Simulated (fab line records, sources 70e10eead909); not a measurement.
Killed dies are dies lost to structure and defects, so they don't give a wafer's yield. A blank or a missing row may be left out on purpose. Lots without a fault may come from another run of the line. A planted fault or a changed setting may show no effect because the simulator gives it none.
A struck lot beside a sound one | flow nand_harc | 15 steps out of a route of 1159
Sound: wafers L762.1, L762.2, L762.3. Struck: wafers L775.2, L775.3, L775.4. The cause comes at the end.
At each step with rows: each side's tool, then ch and its chambers, then its first start. Under that, the readings that differ: sound wafers | struck wafers | difference of the means | sigmas: that difference in standard deviations of wafers without a fault.
alike: readings whose means differ by less than 2 such deviations, and words and numbers that are the same on both sides. not compared: withheld readings, readings that some wafer has no value for, bounds like >300 that may hide the same value, and numbers for which the record gives no deviation and whose values overlap.
The two part at a step that has a row with sigmas, a row that says differs or no value, or rows on one side only. Numbers that don't overlap but have no deviation are shown without sigmas and don't part them. A reading that every wafer of one side lacks parts them only if that side has two wafers or more.

first, 4 steps without rows for these wafers: NHARC_A_CONTACT_EBR_04; NHARC_A_CONTACT_EXPOSE_05 (exposes mask A CC); NHARC_A_CONTACT_PEB_06 (peb time 65 s); NHARC_A_CONTACT_DEVELOP_07 (develop time 35 s).
NHARC_A_CONTACT_CD_MEAS_08: target cd 100 nm.
  sound on cd_sem-03 ch 0, day 16 15:34; struck on cd_sem-03 ch 0, day 20 06:18
  alike: cd_nm
NHARC_A_CONTACT_OVL_MEAS_09:
  sound on overlay-01, day 16 15:40; struck on overlay-01, day 20 06:24
  reading           | sound       | struck         | difference | sigmas
  overlay_x_nm (nm) | 1.3 1.3 1.6 | -0.7 -1.0 -1.5 | -2.5       | -3
  alike: overlay_y_nm
NHARC_A_CONTACT_INSPECT_10:
  sound on defect_inspect-01, day 16 15:42; struck on defect_inspect-01, day 20 06:26
  alike: raw_defect_count
NHARC_A_CONTACT_DESCUM_13: chemistry O2, time 3 s.
  sound on rie_diel-07 ch 0,1,2, day 16 15:46; struck on rie_diel-06 ch 0,1,3, day 20 06:31
  reading                | sound    | struck   | difference | sigmas
  rf_hours_counter_h (h) | 27 29 29 | 15 17 15 | -13        |
  alike: drypump_motor_current_A, oes_product_au, rf_vpp_V, showerhead_plenum_p_Torr, throttle_valve_pct
NHARC_A_CONTACT_ETCH_88: etches the open film in CF4, target depth 39 nm, time 65 s.
  sound on rie_diel-07 ch 0,1,3, day 16 15:51; struck on rie_diel-06 ch 0,1,2, day 20 06:37
  reading                | sound    | struck   | difference | sigmas
  rf_hours_counter_h (h) | 29 27 27 | 15 16 15 | -12        |
  alike: bias_w, cf4_flow_sccm, drypump_motor_current_A, oes_product_au, rf_vpp_V, showerhead_plenum_p_Torr, throttle_valve_pct
NHARC_A_CONTACT_ETCH_89: etches the open film in N2/H2, target depth 260 nm, time 475.3 s.
  sound on rie_diel-07 ch 0,2,3; struck on rie_diel-06 ch 0,1,2
  reading                | sound    | struck   | difference | sigmas
  rf_hours_counter_h (h) | 29 27 27 | 15 15 16 | -12        |
  alike: bias_w, chamber_pressure_mTorr, drypump_motor_current_A, oes_product_au, rf_vpp_V, showerhead_plenum_p_Torr, throttle_valve_pct
NHARC_A_CONTACT_ETCH_30: etches the open film in CF4/CHF3, target depth 60.5 nm, time 30.2 s.
  sound on rie_diel-07 ch 0,2,3; struck on rie_diel-06 ch 0,1,3
  reading                | sound             | struck            | difference | sigmas
  oes_product_au (a.u.)  | 0.986 0.970 0.955 | 0.920 0.903 0.917 | -0.057     | -3
  rf_hours_counter_h (h) | 28 30 27          | 15 16 17          | -12        |
  alike: bias_w, cf4_flow_sccm, drypump_motor_current_A, rf_vpp_V, showerhead_plenum_p_Torr, throttle_valve_pct
then, 1 step without rows for these wafers: NHARC_A_CONTACT_ETCH_31 (etches the open film in O2/COS, target depth 2000 nm, time 520 s).
NHARC_A_CONTACT_ETCH_134: etches the open film in C4F8/O2/Ar, time 140 s, target depth 700 nm.
  sound on har_cap_etch-01 ch 0,1, day 16 16:45; struck on har_cap_etch-03 ch 0,1, day 20 07:35
  no value came back on the struck wafers for chamber_pressure_mTorr (mTorr), oes_air_line_au (a.u.); on the sound wafers chamber_pressure_mTorr (mTorr) reads 20.030 20.035 19.976
  not compared: rf_hours_counter_h
NHARC_A_CONTACT_ETCH_135: etches the open film in C4F8/O2/Ar, time 132 s, target depth 1287 nm.
  sound on har_cap_etch-01 ch 0,1, day 16 16:57; struck on har_cap_etch-03 ch 0,1, day 20 07:46
  alike: chamber_pressure_mTorr, oes_air_line_au
  not compared: rf_hours_counter_h
-- the record jumps here: 2 days lie between the struck wafers' starts before and after (it left off in module A_CONTACT and takes up again in module END, whose first step shown is number 1159 of the route) --
NHARC_END_SORT_01:
  the record has rows for the struck wafers here (prober-01 ch 0, day 22 12:13) and none for the sound ones

WHERE THEY PART
First at NHARC_A_CONTACT_OVL_MEAS_09; last, within this record, at NHARC_END_SORT_01.

WHY: what the simulator had put in
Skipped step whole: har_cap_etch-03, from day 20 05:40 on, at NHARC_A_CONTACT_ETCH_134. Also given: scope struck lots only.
